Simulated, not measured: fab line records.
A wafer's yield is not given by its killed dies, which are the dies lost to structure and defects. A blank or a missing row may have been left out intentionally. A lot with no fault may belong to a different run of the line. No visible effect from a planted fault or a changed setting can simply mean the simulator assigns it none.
fab line records | flow nand-harc
record: lots: 13 | wafers: 39 | last-day: 24
route steps=1159 shown A_STAIRCASE@710 THIN_TSV@1107 END@1159
lots untouched by any fault: they come from a run of this same line in which no faults occurred
start-h: start of the lot's first displayed wafer, in hours after the record's first day | wait-h: time in hours since the lot's previous step | " the same as in the row above | L1.1+2: one row covering several wafers at once | - no value, or no start was given | * or withheld: withheld | < > ~ a bound
route shown NAME@n: a module of which the file shows steps, and the number in the route of the first | usual: average and standard deviation across the fault-free wafers | same: alike in all rows | chamber/n: place in a boat | sites: readings site by site | _std_site: standard deviation of those values | _edge_site: the outer-site mean with the inner-site mean subtracted | radius-mm: for every site, how far away it sits from the centre of the wafer | mask NAME#n: copy n | behind: tool/chamber where the wafer was last shaped | hold: why the lot went on hold/how many hours it stayed there/how the hold came to an end | device: the n, p or np transistor that did not switch | end of line: tests of these same wafers at the route's end | step lacking rows: just its recipe | killed: count of dies lost to structure and defects at first sort (not the wafer's yield) | map: shows each die of a wafer: x if killed, . if not, _ if none is there
set.NAME: the setting that was run; set.NAME@STEP: the one run at that earlier step | model.NAME: the simulator's own value behind a step, which no gauge read
route steps across a sampled set of lots; one table per step, one row per wafer
services: a tool's chamber out of use, with start hour (start-h, from the record's first day; less than 0 if before it), hours out, and reason
== steps ==
step: NHARC_A_STAIRCASE_DEP_322
recipe: target-thk-a: 38000 | temp-c: 400 | target-thk-nm: 3800 | teos-flow-sccm: 200 | rf-w: 500 | material: SiO2
usual: heater-power-w: 640/73
lot.wafer | tool     | chamber | start-h | wait-h | heater-power-w
L830.5    | pecvd-01 | 1       | 282.75  | 0.4    | 551
L830.6    | "        | 2       | "       | "      | 619
L830.4    | "        | 0       | "       | "      | 547
L833.2    | pecvd-04 | 0       | 300.62  | 0.2    | 696
L833.1    | "        | 1       | "       | "      | 751
L833.4    | "        | 1       | "       | "      | 659
L831.1    | pecvd-01 | 2       | 301.28  | 0.9    | 746
L831.5    | "        | 1       | "       | "      | 538
L831.6    | "        | 2       | "       | "      | 615
L837.2    | pecvd-03 | 2       | 310.12  | 0.3    | 790
L837.1    | "        | 1       | "       | "      | 609
L837.4    | "        | 1       | "       | "      | 557
L835.2    | pecvd-04 | 0       | 310.17  | 0.3    | 679
L835.1    | "        | 1       | "       | "      | 847
L835.6    | "        | 2       | "       | "      | 571
L836.3    | pecvd-01 | 1       | 320.37  | 0.5    | 557
L836.5    | "        | 0       | "       | "      | 562
L836.6    | "        | 1       | "       | "      | 535
L838.4    | pecvd-04 | 1       | 339.85  | 0.4    | 663
L838.5    | "        | 2       | "       | "      | 566
L838.6    | "        | 0       | "       | "      | 643
L840.2    | pecvd-04 | 1       | 345.58  | 0.2    | 795
L840.1    | "        | 2       | "       | "      | 694
L840.4    | "        | 2       | "       | "      | 569
L841.2    | pecvd-04 | 0       | 351.43  | 0.1    | 787
L841.6    | "        | 0       | "       | "      | 657
L841.4    | "        | 2       | "       | "      | 578
L844.1    | pecvd-04 | 0       | 372.00  | 0.2    | 782
L844.3    | "        | 1       | "       | "      | 712
L844.6    | "        | 0       | "       | "      | 651
L850.1    | pecvd-01 | 2       | 406.13  | 0.1    | 760
L850.2    | "        | 1       | "       | "      | 617
L850.4    | "        | 0       | "       | "      | 566
L852.1    | pecvd-04 | 0       | 406.22  | 0.2    | 689
L852.2    | "        | 1       | "       | "      | 767
L852.6    | "        | 2       | "       | "      | 525
L853.1    | pecvd-03 | 0       | 430.71  | 0.1    | 714
L853.2    | "        | 1       | "       | "      | 676
L853.4    | "        | 0       | "       | "      | 564
step: NHARC_THIN_TSV_DEP_43
recipe: target-thk-a: 13285 | temp-c: withheld | pressure-torr: 6.5 | rf-w: 900 | teos-flow-sccm: 161.4 | flow-sccm: 2650 | target-thk-nm: 1328.5 | gas: O2 | material: SiO2
usual: throttle-valve-pct: 15.8/0.43
lot.wafer | tool     | chamber | start-h | wait-h | throttle-valve-pct
L830.5    | pecvd-03 | 1       | 440.80  | -      | 15.8
L830.6    | "        | 2       | "       | "      | 15.7
L830.4    | "        | 0       | "       | "      | 16.5
L833.2    | pecvd-03 | 2       | 448.87  | -      | 15.5
L833.1    | "        | 0       | "       | "      | 16.6
L833.4    | "        | 1       | "       | "      | 15.9
L831.1    | pecvd-02 | 0       | 452.75  | -      | 15.4
L831.6    | "        | 2       | "       | "      | 15.3
L831.5    | "        | 1       | "       | "      | 15.8
L835.2    | pecvd-03 | 2       | 462.78  | -      | 15.5
L835.1    | "        | 0       | "       | "      | 16.5
L835.6    | "        | 1       | "       | "      | 15.7
L837.1    | pecvd-03 | 1       | 470.70  | -      | 15.7
L837.2    | "        | 2       | "       | "      | 15.4
L837.4    | "        | 0       | "       | "      | 16.7
L836.3    | pecvd-02 | 1       | 483.88  | -      | 15.7
L836.6    | "        | 1       | "       | "      | 15.8
L836.5    | "        | 2       | "       | "      | 15.1
L838.4    | pecvd-02 | 1       | 485.18  | -      | 15.8
L838.6    | "        | 2       | "       | "      | 15.4
L838.5    | "        | 0       | "       | "      | 15.6
L840.2    | pecvd-01 | 0       | 491.30  | -      | 16.1
L840.1    | "        | 2       | "       | "      | 15.7
L840.4    | "        | 2       | "       | "      | 15.5
L841.2    | pecvd-03 | 2       | 493.73  | -      | 15.0
L841.4    | "        | 2       | "       | "      | 15.1
L841.6    | "        | 0       | "       | "      | 16.1
L844.3    | pecvd-02 | 0       | 532.04  | -      | 15.7
L852.2    | pecvd-03 | 2       | 544.83  | -      | 15.3
L852.6    | "        | 2       | "       | "      | 15.3
L850.1    | pecvd-03 | 2       | 552.15  | -      | 15.3
L850.2    | "        | 1       | "       | "      | 15.2
L850.4    | "        | 0       | "       | "      | 16.0
L853.2    | pecvd-03 | 2       | 559.07  | -      | 15.1
L853.1    | "        | 0       | "       | "      | 16.1
L853.4    | "        | 2       | "       | "      | 15.3
step: NHARC_THIN_TSV_DESCUM_14
recipe: time-s: 3 | o2-flow-sccm: 200 | ar-flow-sccm: 0 | bias-power-w: 0 | chemistry: O2
usual: drypump-motor-current-A: 5.5/0.55 | mfc-ar-sccm: 0.010/0.015 | oes-product-au: 1.000/0.011 | rf-vpp-V: 57.7/0.91 | showerhead-plenum-p-Torr: 1.89/0.098 | throttle-valve-pct: 11.311/0.0093
lot.wafer | tool        | chamber | start-h | wait-h | drypump-motor-current-A | mfc-ar-sccm | oes-product-au | rf-hours-counter-h | rf-vpp-V | showerhead-plenum-p-Torr | throttle-valve-pct
L830.4    | rie-diel-05 | 3       | 441.68  | -      | 5.2                     | 0           | 1.013          | 5                  | 57.7     | 1.98                     | 11.301
L830.5    | "           | 1       | "       | "      | 4.7                     | 0.008       | 1.001          | -                  | 56.7     | 1.79                     | 11.315
L830.6    | "           | 2       | "       | "      | 5.2                     | 0           | 1.000          | -                  | 58.3     | 2.06                     | 11.309
L833.2    | rie-diel-05 | 2       | 449.83  | -      | 5.2                     | 0           | 1.010          | 8                  | 57.9     | 2.06                     | 11.299
L833.4    | "           | 3       | "       | "      | 5.3                     | 0           | 0.995          | 6                  | 56.7     | 1.98                     | 11.316
L833.1    | "           | 0       | "       | "      | 4.9                     | 0.040       | 0.986          | 5                  | 55.9     | 1.79                     | 11.317
L831.1    | rie-diel-05 | 1       | 453.70  | -      | 4.7                     | 0.008       | 1.011          | 8                  | 56.9     | 1.79                     | 11.302
L831.5    | "           | 0       | "       | "      | 4.9                     | 0.040       | 0.990          | -                  | 57.5     | 1.79                     | 11.307
L831.6    | "           | 1       | "       | "      | 4.7                     | 0.008       | 1.000          | -                  | 56.5     | 1.79                     | 11.318
L835.1    | rie-diel-05 | 2       | 463.73  | -      | 5.2                     | 0           | 1.020          | 9                  | 56.7     | 2.06                     | 11.316
L835.2    | "           | 1       | "       | "      | 4.7                     | 0.008       | 1.014          | 9                  | 55.4     | 1.79                     | 11.315
L835.6    | "           | 3       | "       | "      | 5.2                     | 0           | 1.007          | -                  | 56.2     | 1.98                     | 11.301
L837.2    | rie-diel-12 | 0       | 471.70  | -      | 5.8                     | 0.005       | 1.007          | 4                  | 57.7     | 1.96                     | 11.306
L837.4    | "           | 1       | "       | "      | 6.5                     | 0.006       | 1.000          | 4                  | 55.1     | 1.91                     | 11.319
L837.1    | "           | 2       | "       | "      | 5.8                     | 0.011       | 1.004          | 5                  | 58.5     | 1.81                     | 11.307
L836.3    | rie-diel-12 | 1       | 484.76  | -      | 6.5                     | 0.006       | 0.998          | 5                  | 59.5     | 1.91                     | 11.303
L836.5    | "           | 0       | "       | "      | 5.8                     | 0.005       | 1.011          | -                  | 58.6     | 1.96                     | 11.330
L836.6    | "           | 1       | "       | "      | 6.5                     | 0.006       | 0.993          | -                  | 57.2     | 1.91                     | 11.288
L838.4    | rie-diel-04 | 3       | 486.06  | -      | 6.6                     | 0           | 1.007          | 1                  | 57.6     | 1.82                     | 11.314
L838.5    | "           | 1       | "       | "      | 5.6                     | 0           | 1.007          | -                  | 57.6     | 1.81                     | 11.309
L838.6    | "           | 2       | "       | "      | 5.4                     | 0.040       | 1.009          | -                  | 58.3     | 1.96                     | 11.318
L840.4    | rie-diel-04 | 2       | 492.30  | -      | 5.4                     | 0.040       | 0.999          | 2                  | 58.2     | 1.96                     | 11.309
L840.1    | "           | 3       | "       | "      | 6.6                     | 0           | 1.010          | 2                  | 57.5     | 1.82                     | 11.298
L840.2    | "           | 0       | "       | "      | 5.9                     | 0           | 0.986          | 2                  | 58.1     | 1.83                     | 11.324
L841.2    | rie-diel-05 | 2       | 494.74  | -      | 5.2                     | 0           | 1.016          | 13                 | 57.6     | 2.05                     | 11.319
L841.6    | "           | 2       | "       | "      | 5.2                     | 0           | 1.004          | -                  | 58.4     | 2.05                     | 11.302
L841.4    | "           | 3       | "       | "      | 5.3                     | 0           | 1.002          | -                  | 59.6     | 1.98                     | 11.316
L844.3    | rie-diel-05 | 0       | 533.07  | -      | 4.9                     | 0.040       | 0.996          | 0                  | 56.3     | 1.79                     | 11.316
L852.2    | rie-diel-12 | 0       | 545.62  | -      | 5.8                     | 0.005       | 1.001          | 10                 | 56.6     | 1.96                     | 11.304
L852.6    | "           | 3       | "       | "      | 6.1                     | 0           | 0.989          | -                  | 56.6     | 1.98                     | 11.323
L850.2    | rie-diel-05 | 0       | 553.02  | -      | 4.9                     | 0.040       | 1.000          | 2                  | 59.2     | 1.79                     | 11.315
L850.4    | "           | 1       | "       | "      | 4.7                     | 0.008       | 1.004          | 2                  | 56.8     | 1.79                     | 11.313
L850.1    | "           | 2       | "       | "      | 5.2                     | 0           | 1.009          | 1                  | 58.3     | 2.05                     | 11.303
L853.4    | rie-diel-05 | 3       | 559.90  | -      | 5.2                     | 0           | 0.995          | 2                  | 58.5     | 1.98                     | 11.327
L853.2    | "           | 0       | "       | "      | 4.9                     | 0.040       | 1.005          | 3                  | 57.1     | 1.79                     | 11.328
L853.1    | "           | 1       | "       | "      | 4.7                     | 0.008       | 1.000          | 3                  | 58.4     | 1.78                     | 11.306
step: NHARC_THIN_TSV_PRE_CLEAN_54
recipe: time-s: 30 | temp-c: 280 | gas: H2/He
usual: heater-power-w: 404/47
lot.wafer | tool           | chamber | start-h | wait-h | heater-power-w
L830.4    | pvd-sputter-02 | -       | 446.89  | 0.1    | 434
L830.6    | "              | -       | "       | "      | 411
L830.5    | "              | -       | "       | "      | 492
L833.4    | pvd-sputter-02 | -       | 454.62  | 0.0    | 485
L833.1    | "              | -       | "       | "      | 432
L833.2    | "              | -       | "       | "      | 409
L831.1    | pvd-sputter-01 | -       | 459.73  | 0.1    | 380
L831.5    | "              | -       | "       | "      | 366
L831.6    | "              | -       | "       | "      | 404
L835.2    | pvd-sputter-03 | -       | 468.44  | 0.0    | 416
L835.1    | "              | -       | "       | "      | 356
L835.6    | "              | -       | "       | "      | 413
L837.2    | pvd-sputter-03 | -       | 476.76  | 0.0    | 421
L837.1    | "              | -       | "       | "      | 351
L837.4    | "              | -       | "       | "      | 453
L836.3    | pvd-sputter-03 | -       | 489.45  | 0.1    | 351
L836.6    | "              | -       | "       | "      | 446
L836.5    | "              | -       | "       | "      | 416
L838.4    | pvd-sputter-02 | -       | 490.71  | 0.1    | 483
L838.5    | "              | -       | "       | "      | 398
L838.6    | "              | -       | "       | "      | 490
L840.1    | pvd-sputter-01 | -       | 496.99  | 0.0    | 384
L840.2    | "              | -       | "       | "      | 407
L840.4    | "              | -       | "       | "      | 377
L841.4    | pvd-sputter-03 | -       | 499.86  | 0.1    | 442
L841.2    | "              | -       | "       | "      | 406
L841.6    | "              | -       | "       | "      | 352
L844.3    | pvd-sputter-03 | -       | 538.76  | 0.1    | 422
L852.2    | pvd-sputter-02 | -       | 550.71  | 0.1    | 383
L852.6    | "              | -       | "       | "      | 386
L850.2    | pvd-sputter-03 | -       | 557.76  | 0.1    | 415
L850.1    | "              | -       | "       | "      | 352
L850.4    | "              | -       | "       | "      | 343
L853.2    | pvd-sputter-02 | -       | 564.58  | 0.1    | 417
L853.4    | "              | -       | "       | "      | 487
L853.1    | "              | -       | "       | "      | 381
step: NHARC_END_SORT_01
recipe: temp-c: 25
usual: killed-at-array: 28/10 | killed-at-other: 0.5/0.82 | killed-at-periphery: 3.4/2.2 | killed-dies: 31/10 | killed-open: 3.4/1.9 | killed-short: 1.9/1.3
same: gross-dies: 677
lot.wafer | tool      | chamber | start-h | wait-h | killed-at-array | killed-at-other | killed-at-periphery | killed-dies | killed-open | killed-short
L844.1    | prober-01 | 0       | 553.40  | 2.5    | 673             | 3               | 1                   | 677         | 3           | 1
L844.3    | prober-01 | 0       | 555.03  | 3.1    | 41              | 1               | 2                   | 44          | 6           | 0
L844.6    | prober-01 | 0       | 557.47  | 4.1    | 673             | 3               | 1                   | 677         | 1           | 2
L852.1    | prober-02 | 0       | 562.94  | 2.5    | 674             | 0               | 3                   | 677         | 4           | 0
L852.2    | prober-02 | 0       | 563.74  | 2.8    | 34              | 3               | 1                   | 38          | 3           | 5
L852.6    | prober-02 | 0       | 566.94  | 4.0    | 22              | 0               | 6                   | 28          | 6           | 4
killed by level:class
L844.1 A_STAIRCASE:area-dep=638 A_CHANNEL_HOLE_D1:chamber-film-flake=16 A_SLIT:chamber-film-flake=7 A_STAIRCASE:chamber-film-flake=6 THIN_TSV:chamber-film-flake=3 A_SOURCE_PLATE:geometric-particle:open=2 A_WL_FILL:geometric-particle:short=1 A_M0:geometric-particle:open=1
L844.3 A_CHANNEL_HOLE_D1:chamber-film-flake=19 A_SLIT:chamber-film-flake=9 A_CONTACT:chamber-film-flake=4 A_STAIRCASE:chamber-film-flake=3 A_CONTACT:geometric-particle:open=2 A_CHANNEL_HOLE_D1:geometric-particle:open=1 A_SGD_CUT:geometric-particle:open=1 A_SLIT:geometric-particle:open=1
L844.6 A_STAIRCASE:area-dep=634 A_SLIT:chamber-film-flake=15 A_CHANNEL_HOLE_D1:chamber-film-flake=10 A_STAIRCASE:chamber-film-flake=7 A_CONTACT:chamber-film-flake=4 THIN_TSV:chamber-film-flake=3 A_ONON_D1:geometric-particle:open=1 A_SGD_CUT:geometric-particle:short=1
L852.1 A_STAIRCASE:area-dep=643 A_SLIT:chamber-film-flake=21 A_CHANNEL_HOLE_D1:chamber-film-flake=4 A_CONTACT:geometric-particle:open=3 P_ZERO_WELL:chamber-film-flake=2 A_WL_FILL:chamber-film-flake=2 A_M0:geometric-particle:open=1 P_GATE:chamber-film-flake=1
L852.2 A_SLIT:chamber-film-flake=12 A_CHANNEL_HOLE_D1:chamber-film-flake=8 A_WL_FILL:geometric-particle:short=3 THIN_TSV:chamber-film-flake=3 A_M0:geometric-particle:open=2 A_STAIRCASE:chamber-film-flake=2 A_WL_FILL:chamber-film-flake=2 A_CONTACT:chamber-film-flake=2
L852.6 A_SLIT:chamber-film-flake=7 A_CHANNEL_HOLE_D1:chamber-film-flake=6 P_GATE:chamber-film-flake=3 A_ONON_D1:geometric-particle:open=2 A_STAIRCASE:chamber-film-flake=2 P_GATE:geometric-particle:short=1 P_GATE:geometric-particle:open=1 P_M0:geometric-particle:open=1
== services ==
tool           | chamber | start-h | hours | kind
pecvd-03       | 0       | 264.62  | 6.3   | repair
pvd-sputter-03 | -       | 280.02  | 10.0  | pm
pecvd-03       | -       | 292.16  | 13.0  | pm
pecvd-04       | -       | 314.10  | 1.7   | repair
rie-diel-05    | 1       | 318.65  | 1.5   | repair
rie-diel-05    | -       | 340.60  | 9.0   | pm
pvd-sputter-03 | -       | 349.88  | 2.6   | repair
rie-diel-05    | 0       | 369.69  | 4.2   | repair
pecvd-04       | -       | 377.58  | 13.0  | pm
pvd-sputter-03 | -       | 383.62  | 2.0   | repair
rie-diel-05    | 3       | 392.92  | 21.0  | repair
pecvd-04       | -       | 397.49  | 0.5   | repair
rie-diel-05    | 0       | 403.87  | 19.4  | repair
pecvd-03       | 2       | 428.21  | 7.2   | repair
pecvd-03       | -       | 466.14  | 0.5   | repair
rie-diel-05    | 3       | 466.40  | 6.8   | repair
pecvd-03       | -       | 471.80  | 0.6   | repair
pecvd-03       | -       | 473.16  | 13.0  | pm
rie-diel-05    | 1       | 475.69  | 22.6  | repair
rie-diel-05    | 2       | 495.93  | 44.2  | repair
pecvd-03       | -       | 501.83  | 3.1   | repair
rie-diel-05    | 1       | 505.41  | 4.2   | repair
rie-diel-05    | -       | 517.60  | 9.0   | pm
pecvd-04       | -       | 558.64  | 13.0  | pm
== key ==
first-sign: step: NHARC_END_SORT_01 | reading: killed-at-array | direction: up | sigmas: 63 | usual: 28 | struck: 673
effect: step: NHARC_END_SORT_01 | reading: killed-dies | direction: up | sigmas: 62 | usual: 31 | struck: 677
more-kills-born-at: NHARC_A_STAIRCASE_DEP_322@pecvd-04: 1915
met-at NHARC_A_STAIRCASE_DEP_322
struck-lots L844,L852
struck-wafers L844.1,L844.6,L852.1
later-rows-left-out L844.1,L844.6,L852.1
tester-left-out L844,L852
not-acting-at NHARC_THIN_TSV_DEP_43,NHARC_THIN_TSV_DESCUM_14,NHARC_THIN_TSV_PRE_CLEAN_54
onset-between 351.43 372.00
fault: kind: process-parameter-drift | tool: pecvd-04 | chamber: 0 | onset-h: 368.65 | steps: NHARC_A_STAIRCASE_DEP_322 | channel: target-thk-a | offset: * | shape: step | end-h: 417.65 | acts-in: * | stated: *
tester-left-out: of these lots the tester's yield and bins aren't shown, on N5 and GAA mostly nor the transistor test; their killed dies are dies lost to structure and defects alone, not to doping, threshold or leakage, so they don't give the yield
later-rows-left-out: the simulator's readings of these wafers behind a module that went badly wrong aren't trusted and aren't shown, but for the sort
